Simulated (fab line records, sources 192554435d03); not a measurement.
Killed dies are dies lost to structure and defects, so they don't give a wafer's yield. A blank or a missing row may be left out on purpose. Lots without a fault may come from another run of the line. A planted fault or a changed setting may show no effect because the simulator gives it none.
fab line records | flow n5_finfet
record lots=6 wafers=16 last_day=16
route steps=1938 shown PMOS_HMC_CHANNEL_EPI@75 FIN_SAQP@90 STI_FIN_REVEAL@205 BEOL_M4@1111
lots that met no fault: from a run of the same line without faults
start_h: hours from the record's first day to the start of the lot's first wafer shown | wait_h: hours since the lot's step before | " the same as in the row above | L1.1+2: a row that stands for several wafers | - no value, or no start given | * or withheld: withheld | < > ~ a bound
route shown NAME@n: a module of which the file shows steps, and the number in the route of the first | usual: mean/standard deviation of fault-free wafers | same: alike in all rows | chamber/n: place in a boat | sites: the reading at each site | _std_site: their standard deviation | _edge_site: outer sites' mean less inner sites' | radius_mm: how far each site lies from the wafer's centre | mask NAME#n: copy n | behind: the tool/chamber that last shaped the wafer | hold: why the lot was held/for how many hours/how that ended | device: the transistor (n, p or np) that didn't switch | end of line: the same wafers' tests at the end of the route | a step without rows: its recipe alone | killed: dies lost to structure and defects at the first sort, not the wafer's yield | map: a wafer's dies, x killed, . not, _ none there
set.NAME: the setting as run; set.NAME@STEP: as run at that earlier step | model.NAME: the simulator's own value behind a step, which no gauge read
lots at some steps of the route; a table a step, a row a wafer
services: from which hour (start_h, from the record's first day; less than 0 if before it) a tool's chamber was out of use, for how many hours, and why
## steps
# step N5_PMOS_HMC_CHANNEL_EPI_PRECLEAN_36
# recipe chemistry=O3/DIW time_s=45 temp_c=22 o3_ppm=10
# step N5_PMOS_HMC_CHANNEL_EPI_PRECLEAN_18
# recipe chemistry=DHF time_s=30 temp_c=25 dilution=withheld
# step N5_PMOS_HMC_CHANNEL_EPI_SRD_19
# recipe dry=ipa_marangoni do_ppb=5 time_s=30 temp_c=23 rinse_liquid=diw
# step N5_PMOS_HMC_CHANNEL_EPI_EPI_20
# recipe material=SiGe30 mask_material=SiO2 pressure_torr=20 target_thk_a=590 temp_c=600
# step N5_PMOS_HMC_CHANNEL_EPI_HM_STRIP_35
# recipe chemistry=dHF temp_c=25 material=SiO2 target=SiO2 target_depth_a=396 time_s=216
# step N5_PMOS_HMC_CHANNEL_EPI_SRD_39
# recipe dry=ipa_marangoni time_s=30 temp_c=23 rinse_liquid=diw
# step N5_PMOS_HMC_CHANNEL_EPI_CMP_21
# recipe material=SiGe30 post_cmp_clean=alkaline_brush target_thk_nm=54
# step N5_PMOS_HMC_CHANNEL_EPI_THK_MEAS_22
# recipe reads=SiGe30_of_PMOS_HMC_CHANNEL_EPI_EPI_20
# usual HMC_CMP_THK=54.1/0.81
# columns lot.wafer tool chamber start_h wait_h HMC_CMP_THK[nm]
L168.3 film_metro-01 - 19.57 - 54.4
L168.4 " - " " 53.8
L168.6 " - " " 54.4
L170.2 film_metro-02 - 31.42 - 54.7
L170.5 " - " " 55.1
L180.1 film_metro-01 - 92.05 - 54.7
L180.3 " - " " 53.1
L180.5 " - " " 54.9
L181.2 film_metro-02 - 98.24 - 54.3
L181.4 " - " " 54.5
L181.5 " - " " 54.2
L185.3 film_metro-02 - 122.04 - 53.5
L185.5 " - " " 53.8
L185.6 " - " " 54.2
L186.2 film_metro-02 - 128.15 - 53.6
L186.6 " - " " 53.5
# step N5_PMOS_HMC_CHANNEL_EPI_PRECLEAN_40
# recipe chemistry=DHF time_s=30 temp_c=25 dilution=withheld
# step N5_PMOS_HMC_CHANNEL_EPI_PRECLEAN_37
# recipe chemistry=O3/DIW time_s=45 temp_c=22 o3_ppm=10
# step N5_PMOS_HMC_CHANNEL_EPI_PRECLEAN_24
# recipe chemistry=DHF time_s=30 temp_c=25 dilution=withheld
# step N5_PMOS_HMC_CHANNEL_EPI_SRD_25
# recipe dry=ipa_marangoni do_ppb=5 time_s=30 temp_c=23 rinse_liquid=diw
# step N5_PMOS_HMC_CHANNEL_EPI_EPI_26
# recipe material=Si target_thk_a=38 temp_c=650 precursor=SiH4/H2 pressure_torr=20 time_s=22.7
# usual throttle_valve_pct=11.24/0.21
# columns lot.wafer tool chamber start_h wait_h throttle_valve_pct model.Si_of_PMOS_HMC_CHANNEL_EPI_EPI_26.thk_nm
L168.3 epi_rpcvd-04 0 19.78 0.1 11.41 3.747
L168.4 " 0 " " 11.31 3.707
L168.6 " 0 " " 11.30 3.749
L170.2 epi_rpcvd-04 0 31.59 0.1 11.26 3.842
L170.5 " 0 " " 11.24 3.835
L180.1 epi_rpcvd-03 0 92.16 0.0 11.19 3.76
L180.3 " 0 " " 10.87 3.766
L180.5 " 0 " " 11.20 3.815
L181.2 epi_rpcvd-04 0 98.40 0.1 11.36 6.715
L181.4 " 0 " " 11.41 3.843
L181.5 " 0 " " 11.36 6.747
L185.3 epi_rpcvd-04 0 122.24 0.1 11.39 3.789
L185.5 " 0 " " 11.18 6.717
L185.6 " 0 " " 11.45 3.736
L186.2 epi_rpcvd-01 0 128.33 0.1 11.39 3.755
L186.6 " 0 " " 11.21 3.806
# step N5_PMOS_HMC_CHANNEL_EPI_INSPECT_30
# recipe inspect_instrument=darkfield mode=post_epi
# usual raw_defect_count=17/6.3
# columns lot.wafer tool chamber start_h wait_h raw_defect_count
L168.3 defect_inspect-01 - 20.05 0.0 12
L168.4 " - " " 22
L168.6 " - " " 17
L170.2 defect_inspect-01 - 31.99 0.0 16
L170.5 " - " " 15
L180.1 defect_inspect-02 - 92.53 0.0 13
L180.3 " - " " 25
L180.5 " - " " 19
L181.2 defect_inspect-02 - 98.72 0.0 16
L181.4 " - " " 20
L181.5 " - " " 22
L185.3 defect_inspect-01 - 122.53 0.0 22
L185.5 " - " " 7
L185.6 " - " " 17
L186.2 defect_inspect-02 - 128.73 0.0 19
L186.6 " - " " 24
# step N5_FIN_SAQP_PRECLEAN_42
# recipe chemistry=O3/DIW time_s=60 temp_c=22 o3_ppm=10
# step N5_FIN_SAQP_PRECLEAN_00
# recipe chemistry=SC1 time_s=60 temp_c=55 mix=1:2:50
# step N5_FIN_SAQP_PRECLEAN_44
# recipe chemistry=SC2 time_s=45 temp_c=35 mix=1:1:50
# step N5_FIN_SAQP_SRD_01
# recipe dry=ipa_marangoni time_s=30 temp_c=23 rinse_liquid=diw
# step N5_FIN_SAQP_ALD_61
# recipe material=SiO2 target_thk_a=40 temp_c=300 ald_precursor_family=BDEAS ald_co_reactant=O2-plasma pulse_time_s=1 purge_time_s=2 co_reactant_purge_time_s=2 ald_cycles=43 pressure_torr=2
# step N5_FIN_SAQP_DENSIFY_62
# recipe temp_c=700 time_s=60 ambient=N2 idle_temp_c=600 ramp_up_c_per_s=150 ramp_down_c_per_s=60 cool_to_c=600
# step N5_FIN_SAQP_HM_DEP_03
# recipe material=SiNx target_thk_a=380 temp_c=400 precursor=SiH4/NH3/N2 pressure_torr=1.5 rf_w=300 time_s=33.6
# step N5_FIN_SAQP_THK_MEAS_05
# usual thk_nm=38.0/0.52
# columns lot.wafer tool chamber start_h wait_h thk_nm
L168.3 film_metro-01 - 20.82 0.1 37.5
L168.4 " - " " 37.4
L168.6 " - " " 37.8
L170.2 film_metro-01 - 33.03 0.1 38.3
L170.5 " - " " 38.6
L180.1 film_metro-02 - 93.54 0.1 37.2
L180.3 " - " " 37.4
L180.5 " - " " 38.1
L181.2 film_metro-01 - 99.35 0.1 38.0
L181.4 " - " " 38.1
L181.5 " - " " 38.3
L185.3 film_metro-01 - 123.38 0.1 37.7
L185.5 " - " " 38.4
L185.6 " - " " 38.3
L186.2 film_metro-02 - 129.36 0.1 37.7
L186.6 " - " " 38.1
# step N5_FIN_SAQP_PECVD_47
# recipe material=a-Si target_thk_a=450 temp_c=400 precursor=SiH4/He pressure_torr=3 rf_w=100 time_s=36.3
# usual heater_power_w=787/83 showerhead_plenum_p_Torr=5.67/0.045 throttle_valve_pct=18.3/0.67
# same time_s=36.3
# columns lot.wafer tool chamber start_h wait_h heater_power_w showerhead_plenum_p_Torr throttle_valve_pct
L168.3 pecvd-03 2 20.86 0.0 821 5.73 16.6
L168.4 " 2 " " 671 5.74 16.6
L168.6 " 0 " " 873 5.65 19.0
L170.2 pecvd-04 2 33.06 0.0 746 5.70 18.2
L170.5 " 2 " " 748 5.69 18.3
L180.1 pecvd-04 0 93.58 0.0 862 5.61 17.8
L180.3 " 1 " " 733 5.65 18.6
L180.5 " 1 " " 746 5.63 18.3
L181.2 pecvd-03 2 99.38 0.0 800 5.72 16.9
L181.4 " 0 " " 882 5.65 18.9
L181.5 " 0 " " 757 5.66 19.2
L185.3 pecvd-03 2 123.42 0.0 796 5.75 16.8
L185.5 " 2 " " 812 5.76 17.1
L185.6 " 0 " " 819 5.67 19.0
L186.2 pecvd-02 2 129.39 0.0 775 5.72 17.9
L186.6 " 0 " " 660 5.62 19.1
# step N5_FIN_SAQP_PECVD_48
# recipe material=SiNx target_thk_a=250 temp_c=400 precursor=SiH4/NH3/N2 pressure_torr=1.5 rf_w=300 time_s=22.1
# usual heater_power_w=717/80 showerhead_plenum_p_Torr=5.15/0.062 throttle_valve_pct=40.2/1.5
# same time_s=22.1
# columns lot.wafer tool chamber start_h wait_h heater_power_w showerhead_plenum_p_Torr throttle_valve_pct
L168.3 pecvd-03 2 20.90 0.0 706 5.25 36.9
L168.4 " 2 " " 685 5.24 36.7
L168.6 " 0 " " 739 5.13 41.4
L170.2 pecvd-04 2 33.10 0.0 674 5.17 40.1
L170.5 " 2 " " 658 5.19 40.3
L180.1 pecvd-04 0 93.62 0.0 734 5.07 39.1
L180.3 " 1 " " 740 5.10 40.7
L180.5 " 1 " " 721 5.11 40.5
L181.2 pecvd-03 2 99.44 0.0 628 5.25 37.0
L181.4 " 0 " " 735 5.13 41.6
L181.5 " 0 " " 730 5.12 41.4
L185.3 pecvd-03 2 123.46 0.0 723 5.24 37.2
L185.5 " 2 " " 722 5.25 37.0
L185.6 " 0 " " 741 5.11 41.6
L186.2 pecvd-02 2 129.43 0.0 714 5.23 39.2
L186.6 " 0 " " 711 5.06 42.0
# step N5_FIN_SAQP_PECVD_06
# recipe material=a-Si target_thk_a=600 temp_c=400 precursor=SiH4/He pressure_torr=3 rf_w=100 time_s=48.1
# usual heater_power_w=792/85 showerhead_plenum_p_Torr=5.67/0.046 throttle_valve_pct=18.3/0.65
# same time_s=48.1
# columns lot.wafer tool chamber start_h wait_h heater_power_w showerhead_plenum_p_Torr throttle_valve_pct
L168.3 pecvd-03 2 20.94 0.0 812 5.75 17.0
L168.4 " 2 " " 808 5.75 16.9
L168.6 " 0 " " 883 5.66 18.9
L170.2 pecvd-04 2 33.14 0.0 687 5.70 18.2
L170.5 " 2 " " 679 5.70 18.3
L180.1 pecvd-04 0 93.66 0.0 801 5.64 18.0
L180.3 " 1 " " 742 5.64 18.3
L180.5 " 1 " " 755 5.65 18.6
L181.2 pecvd-03 2 99.50 0.0 680 5.74 17.0
L181.4 " 0 " " 866 5.64 19.0
L181.5 " 0 " " 872 5.67 18.9
L185.3 pecvd-03 2 123.50 0.0 717 5.75 17.0
L185.5 " 2 " " 737 5.75 17.1
L185.6 " 0 " " 865 5.65 18.9
L186.2 pecvd-02 2 129.47 0.0 833 5.75 17.8
L186.6 " 0 " " 781 5.59 19.1
# step N5_FIN_SAQP_THK_MEAS_07
# usual thk_nm=60.1/0.89
# columns lot.wafer tool chamber start_h wait_h thk_nm
L168.3 film_metro-01 - 21.03 0.1 60.9
L168.4 " - " " 61.1
L168.6 " - " " 61.1
L170.2 film_metro-01 - 33.23 0.1 60.1
L170.5 " - " " 61.3
L180.1 film_metro-02 - 93.75 0.1 60.2
L180.3 " - " " 60.7
L180.5 " - " " 61.2
L181.2 film_metro-01 - 99.62 0.1 59.7
L181.4 " - " " 60.3
L181.5 " - " " 59.7
L185.3 film_metro-01 - 123.59 0.1 59.6
L185.5 " - " " 61.3
L185.6 " - " " 60.3
L186.2 film_metro-02 - 129.56 0.1 58.7
L186.6 " - " " 60.6
# step N5_FIN_SAQP_HM_DEP_72
# recipe material=SiO2 target_thk_a=120 temp_c=400 precursor=SiH4/N2O pressure_torr=0.75 rf_w=275 time_s=7.2
# usual heater_power_w=716/78 showerhead_plenum_p_Torr=8.15/0.13
# same time_s=7.2
# columns lot.wafer tool chamber start_h wait_h heater_power_w showerhead_plenum_p_Torr
L168.3 pecvd-04 0 21.07 0.0 833 8.01
L168.4 " 1 " " 709 8.05
L168.6 " 0 " " 808 8.01
L170.2 pecvd-02 0 33.27 0.0 667 7.96
L170.5 " 0 " " 681 7.97
L180.1 pecvd-02 2 93.79 0.0 766 8.33
L180.3 " 1 " " 632 8.17
L180.5 " 0 " " 709 7.96
L181.2 pecvd-04 1 99.66 0.0 690 8.05
L181.4 " 0 " " 791 8.01
L181.5 " 1 " " 687 8.06
L185.3 pecvd-02 1 123.63 0.0 618 8.16
L185.5 " 0 " " 666 7.98
L185.6 " 2 " " 664 8.35
L186.2 pecvd-03 1 129.60 0.0 936 8.18
L186.6 " 2 " " 684 8.35
# step N5_FIN_SAQP_COAT_49
# recipe resist=SOC temp_c=250 time_s=60 spin_rpm=1500 resist_thk_nm=100
# step N5_FIN_SAQP_COAT_50
# recipe resist=SiARC temp_c=220 time_s=60 spin_rpm=1500 resist_thk_nm=35
# step N5_FIN_SAQP_COAT_10
# recipe resist=CAR-ArF spin_rpm=1500 resist_thk_nm=90
# step N5_FIN_SAQP_EBR_12
# recipe solvent=PGMEA ebr_width_mm=1.5
# step N5_FIN_SAQP_SOFTBAKE_11
# recipe temp_c=110 time_s=60 resist=CAR-ArF
# step N5_FIN_SAQP_EXPOSE_13
# recipe mask_id=FIN_CORE na=1.35 source_shape=dipole sigma_inner=0.538 sigma_outer=0.738 polarization=te target_cd_nm=35.6 dose_mj=63.25
# step N5_FIN_SAQP_PEB_14
# recipe peb_temp_c=withheld peb_time_s=60 resist=CAR-ArF
# step N5_FIN_SAQP_DEVELOP_15
# recipe develop_time_s=30 developer=TMAH resist=CAR-ArF dev_temp_c=23 rinse_liquid=diw dry=air_spin
# step N5_FIN_SAQP_CD_MEAS_16
# recipe target_cd_nm=35.6 landing_energy_ev=500 detector=se_inlens
# usual cd_nm=35.4/0.33
# same landing_energy_ev=500
# columns lot.wafer tool chamber start_h wait_h cd_nm
L168.3 cd_sem-02 0 21.39 - 36.0
L168.4 " 0 " " 35.8
L168.6 " 0 " " 35.5
L170.2 cd_sem-03 0 33.59 - 35.2
L170.5 " 0 " " 35.5
L180.1 cd_sem-01 0 94.24 - 35.3
L180.3 " 0 " " 35.5
L180.5 " 0 " " 35.6
L181.2 cd_sem-01 0 100.11 - 35.6
L181.4 " 0 " " 36.0
L181.5 " 0 " " 35.5
L185.3 cd_sem-03 0 124.08 - 35.1
L185.5 " 0 " " 35.3
L185.6 " 0 " " 35.5
L186.2 cd_sem-01 0 129.93 - 35.4
L186.6 " 0 " " 35.1
# step N5_FIN_SAQP_OVL_MEAS_17
# recipe points_per_wafer=44
# usual FIN_CORE_OVL=0.1/0.86
# columns lot.wafer tool chamber start_h wait_h FIN_CORE_OVL[nm]
L168.3 overlay-02 0 21.43 0.0 -1.3
L168.4 " 0 " " 0.4
L168.6 " 0 " " 0.9
L170.2 overlay-01 0 33.63 0.0 0.8
L170.5 " 0 " " -0.2
L180.1 overlay-02 0 94.28 0.0 0.4
L180.3 " 0 " " -0.3
L180.5 " 0 " " -0.5
L181.2 overlay-02 0 100.14 0.0 -0.2
L181.4 " 0 " " -1.6
L181.5 " 0 " " -0.1
L185.3 overlay-01 0 124.11 0.0 1.9
L185.5 " 0 " " 0.4
L185.6 " 0 " " 2.4
L186.2 overlay-02 0 129.96 0.0 -0.4
L186.6 " 0 " " -0.9
# step N5_FIN_SAQP_INSPECT_18
# recipe mode=adi inspect_instrument=brightfield
# usual raw_defect_count=414/110
# columns lot.wafer tool chamber start_h wait_h raw_defect_count
L168.3 defect_inspect-01 - 21.45 0.0 446
L168.4 " - " " 371
L168.6 " - " " 461
L170.2 defect_inspect-01 - 33.66 0.0 204
L170.5 " - " " 338
L180.1 defect_inspect-02 - 94.30 0.0 379
L180.3 " - " " 411
L180.5 " - " " 562
L181.2 defect_inspect-01 - 100.17 0.0 616
L181.4 " - " " 498
L181.5 " - " " 544
L185.3 defect_inspect-02 - 124.14 0.0 393
L185.5 " - " " 302
L185.6 " - " " 445
L186.2 defect_inspect-01 - 129.99 0.0 245
L186.6 " - " " 394
# step N5_FIN_SAQP_DESCUM_21
# recipe chemistry=O2 time_s=7.9 source_power_w=50 bias_power_w=20 pressure_mtorr=20 rf_frequency_hz=2.712e+07 temp_c=40 resist=CAR-ArF o2_flow_sccm=225
# step N5_FIN_SAQP_ETCH_51
# recipe chemistry=CF4 target=SiARC target_depth_a=455 mask_material=CAR-ArF time_s=75.8 ion_energy_ev=80 pressure_mtorr=40 source_w=545 bias_w=36 Ar_flow_sccm=100 cf4_flow_sccm=100 ends=cleared
# step N5_FIN_SAQP_ETCH_52
# recipe chemistry=N2/H2 target=SOC target_depth_a=1000 overetch_a=200 mask_material=SiARC temp_c=40 time_s=150 ion_energy_ev=200 pressure_mtorr=30 source_w=840 bias_w=150 n2_flow_sccm=200 h2_flow_sccm=200 ends=end_point
# usual drypump_motor_current_A=5.7/0.42 oes_product_au=0.73/0.084 rf_vpp_V=525.0/2.4 showerhead_plenum_p_Torr=2.58/0.089 throttle_valve_pct=17.77/0.27
# columns lot.wafer tool chamber start_h wait_h drypump_motor_current_A oes_product_au rf_hours_counter_h rf_vpp_V showerhead_plenum_p_Torr throttle_valve_pct
L168.3 rie_diel-06 0 21.58 0.0 6.1 0.60 248 519.4 2.41 17.70
L168.4 " 1 " " 6.1 0.77 45 521.9 2.46 17.55
L168.6 " 3 " " 5.8 0.80 - 527.8 2.70 17.49
L170.2 rie_diel-02 0 33.78 0.0 6.5 0.63 235 522.1 2.51 18.37
L170.5 " 2 " " 5.6 0.64 - 523.9 2.51 17.87
L180.1 rie_diel-02 1 94.76 0.0 5.7 0.63 225 528.0 2.61 17.79
L180.3 " 2 " " 5.6 0.62 216 523.4 2.50 17.91
L180.5 " 3 " " 4.9 0.76 - 524.7 2.59 17.47
L181.2 rie_diel-03 3 100.52 0.0 5.6 0.79 25 524.7 2.60 17.68
L181.4 " 0 " " 6.2 0.76 - 524.9 2.57 18.14
L181.5 " 3 " " 5.6 0.79 - 526.5 2.60 17.67
L185.3 rie_diel-06 0 124.26 0.0 6.1 0.79 32 526.7 2.71 17.44
L185.5 " 1 " " 6.1 0.72 - 521.8 2.45 17.63
L185.6 " 2 " " 5.1 0.80 - 525.0 2.61 17.47
L186.2 rie_diel-02 1 130.11 0.0 5.7 0.62 240 526.2 2.60 17.81
L186.6 " 1 " " 5.7 0.62 - 525.5 2.60 17.82
# step N5_STI_FIN_REVEAL_CLEAN_19
# recipe chemistry=O3/DIW temp_c=25 time_s=120 o3_ppm=10
# same time_s=120
# columns lot.wafer tool chamber start_h wait_h model.Si_of_PMOS_HMC_CHANNEL_EPI_EPI_26.thk_nm
L168.3+4+6 wet_bench-03 2,4,3 37.17 0.0 2.4
L170.2+5 wet_bench-01 1,5 51.00 0.1 2.4
L180.1+3+5 wet_bench-03 4,5,6 111.35 0.1 2.4
L181.2+5 wet_bench-03 7,6 115.39 0.1 5.4
L181.4 " 4 " " 2.4
L185.3+6 wet_bench-01 6,0 139.45 0.1 2.4
L185.5 " 4 " " 5.4
L186.2+6 wet_bench-06 4,6 145.16 0.1 2.4
# step N5_BEOL_M4_RC_MEAS_101
# usual CJ_N=4.37/0.099 CJ_P=5.78/0.18 DIBL_N=36.3/1.6 DIBL_P=36.2/2 IOFF_N=0.160/0.028 IOFF_P=0.21/0.036 ION_N=677/11 ION_P=465/6.9 SS_N=71.5/0.55 SS_P=73.3/0.64 VT_N=250/3 VT_P=-250/3.5
# columns lot.wafer tool chamber start_h wait_h CJ_N CJ_P DIBL_N[mV/V] DIBL_P[mV/V] IOFF_N[nA/um] IOFF_P[nA/um] ION_N[uA/um] ION_P[uA/um] SS_N[mV/dec] SS_P[mV/dec] VT_N[mV] VT_P[mV]
L168.3 prober-01 0 165.19 0.3 4.45 5.74 36.3 35.7 0.153 0.21 671 465 70.3 72.9 252 -248
L168.4 " 0 " " 4.54 5.77 37.3 36.0 0.178 0.22 681 468 71.6 72.5 245 -250
L168.6 " 0 " " 4.35 5.80 37.6 36.8 0.164 0.24 677 471 71.2 73.3 248 -246
L170.2 prober-01 0 172.38 0.2 4.33 5.88 37.8 39.3 0.211 0.25 693 463 71.6 74.3 245 -248
L170.5 " 0 " " 4.28 5.82 33.7 34.1 0.122 0.17 663 459 70.6 72.7 253 -252
L180.1 prober-02 0 240.26 0.0 4.44 5.72 35.6 33.1 0.130 0.17 673 462 71.7 73.1 254 -255
L180.3 " 0 " " 4.57 5.98 36.5 33.7 0.143 0.18 667 455 72.3 73.3 252 -254
L180.5 " 0 " " 4.46 5.64 37.0 34.1 0.132 0.18 665 459 72.1 73.2 255 -254
L181.2 prober-01 0 242.34 0.2 4.09 5.04 34.9 35.3 0.140 0.16 669 456 71.8 73.2 251 -258
L181.4 " 0 " " 4.45 5.64 34.2 33.1 0.116 0.15 658 450 72.3 72.8 258 -256
L181.5 " 0 " " 4.05 5.16 35.8 36.7 0.159 0.18 678 459 72.2 74.6 248 -256
L185.3 prober-02 0 277.06 0.3 4.37 5.81 36.4 37.5 0.163 0.22 686 468 71.4 73.2 249 -251
L185.5 " 0 " " 4.02 5.12 34.1 33.9 0.119 0.16 660 456 71.0 72.4 255 -255
L185.6 " 0 " " 4.19 5.87 34.0 35.1 0.117 0.18 658 459 71.4 73.5 253 -255
L186.2 prober-01 0 280.61 0.2 4.39 5.85 37.2 37.2 0.156 0.20 675 459 71.4 73.1 252 -251
L186.6 " 0 " " 4.46 5.83 37.4 38.1 0.176 0.22 680 465 72.3 73.5 249 -249
## services
# columns tool chamber start_h hours kind
pecvd-02 2 3.83 5.5 scheduled_down
rie_diel-03 1 4.90 2.0 repair
pecvd-02 2 9.38 1.9 repair
rie_diel-06 - 13.91 0.5 repair
pecvd-04 0 13.95 5.5 scheduled_down
rie_diel-03 0 14.41 13.1 repair
wet_bench-01 - 18.71 2.2 repair
pecvd-03 2 36.26 5.5 scheduled_down
rie_diel-06 2 52.54 19.3 repair
pecvd-04 - 61.00 2.8 pm
pecvd-02 0 63.94 8.0 repair
rie_diel-03 - 65.45 0.9 repair
pecvd-03 1 68.38 5.5 scheduled_down
pecvd-04 - 72.54 5.5 pm
pecvd-03 - 73.61 0.9 repair
rie_diel-02 0 77.36 - clean
rie_diel-02 0 77.36 - consumable_replace:focus_ring
wet_bench-06 - 82.61 3.9 repair
rie_diel-02 - 84.41 2.8 pm
rie_diel-06 1 86.68 6.4 repair
rie_diel-06 3 86.70 63.1 repair
pecvd-03 1 88.19 15.6 repair
rie_diel-06 2 88.79 6.8 repair
rie_diel-06 - 92.52 4.2 repair
## key
first_sign step=N5_BEOL_M4_RC_MEAS_101 reading=CJ_P direction=down sigmas=3.7 usual=5.78 struck=5.11
effect step=N5_BEOL_M4_RC_MEAS_101 reading=CJ_N direction=down sigmas=3.2 usual=4.37 struck=4.05
model_effect step=N5_PMOS_HMC_CHANNEL_EPI_EPI_26 value=Si_of_PMOS_HMC_CHANNEL_EPI_EPI_26.thk_nm without=3.812 struck=6.726
model_effect step=N5_STI_FIN_REVEAL_CLEAN_19 value=Si_of_PMOS_HMC_CHANNEL_EPI_EPI_26.thk_nm without=2.4 struck=5.4
met_at N5_PMOS_HMC_CHANNEL_EPI_EPI_26
struck_wafers L181.2,L181.5,L185.5
onset_between 31.59 98.40
fault kind=process_parameter_drift tool=epi_rpcvd-04 chamber=- onset_h=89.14 steps=N5_PMOS_HMC_CHANNEL_EPI_EPI_26 channel=time_s offset=* shape=step end_h=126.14 scope=struck_wafers_only acts_in=* stated=*
